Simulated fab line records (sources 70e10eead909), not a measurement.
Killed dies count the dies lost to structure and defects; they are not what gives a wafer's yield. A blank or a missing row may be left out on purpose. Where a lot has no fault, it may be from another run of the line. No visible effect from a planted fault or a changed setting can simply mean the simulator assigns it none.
Which tool is to blame? | flow nand harc | 6 lots with 18 wafers sampled at 3 steps, on a route of 1302 steps

WHAT EACH GAUGE READ, for each wafer
NHARC_A_SOURCE_PLATE_THK_MEAS_06: measures by ellipsometry.
lot  | measured     | on            | thk nm (nm)
L492 | day 8 02:15  | film metro-02 | 197.7 199.6 200.2
L495 | day 9 08:11  | film metro-01 | 199.4 194.7 199.1
L499 | day 10 21:40 | film metro-02 | 198.1 197.2 197.3
L506 | day 14 12:14 | film metro-01 | 151.6 150.8 152.0
L510 | day 15 17:32 | film metro-02 | 198.9 199.6 199.3
L513 | day 16 20:55 | film metro-01 | 199.0 201.4 198.0

WHICH TOOL RAN EACH LOT (tool, then ch and the chambers of the sampled wafers, then the start)
lot  | NHARC_P_M2_ANNEAL_31             | NHARC_A_SOURCE_PLATE_CVD_03
L492 | rtp anneal-02 ch 0, day 6 22:07  | lpcvd poly-01 ch 0, day 7 15:47
L495 | rtp anneal-02 ch 0, day 8 03:22  | lpcvd poly-03 ch 0, day 8 20:52
L499 | rtp anneal-02 ch 0, day 9 16:04  | lpcvd poly-01 ch 0, day 10 09:37
L506 | rtp anneal-01 ch 0, day 13 02:29 | lpcvd poly-03 ch 0, day 13 21:45
L510 | rtp anneal-02 ch 0, day 14 13:42 | lpcvd poly-02 ch 0, day 15 07:08
L513 | rtp anneal-02 ch 0, day 15 14:32 | lpcvd poly-02 ch 0, day 16 07:43
- NHARC_P_M2_ANNEAL_31: time 90 s.
- NHARC_A_SOURCE_PLATE_CVD_03: deposits poly-Si, target thk 200 nm, time 4000 s.

THE ANSWER, worked out from the rows above alone
Rule: the usual values come from the lots themselves. The widest of any qualifying gaps counts: lots, ordered by their means at a reading, are off when they make up no more than a third of the lots, leave a main group of 4 or more, and stand apart from it by 3 or more times the standard deviation of that group's means. A main group whose means are all the same, to the digits that the tables above print for the reading, isn't used. A lot without any number at a reading at which 4 lots or more have one is off too. The other lots that the step has rows for count as sound.
Off: L506 (NHARC_A_SOURCE_PLATE_THK_MEAS_06, thk nm). Main group: mean 198.6 nm, sd 0.82.
If a tool, at a process step before that reading, ran all the lots that are off and no sound lot after the first of them, it fits. Those tools and the gauges at NHARC_A_SOURCE_PLATE_THK_MEAS_06 are tried in the same way. Undecided on this evidence; 2 tools fit (rtp anneal-01 at NHARC_P_M2_ANNEAL_31, lpcvd poly-03 at NHARC_A_SOURCE_PLATE_CVD_03).

WHAT WAS PUT IN BY THE SIMULATOR
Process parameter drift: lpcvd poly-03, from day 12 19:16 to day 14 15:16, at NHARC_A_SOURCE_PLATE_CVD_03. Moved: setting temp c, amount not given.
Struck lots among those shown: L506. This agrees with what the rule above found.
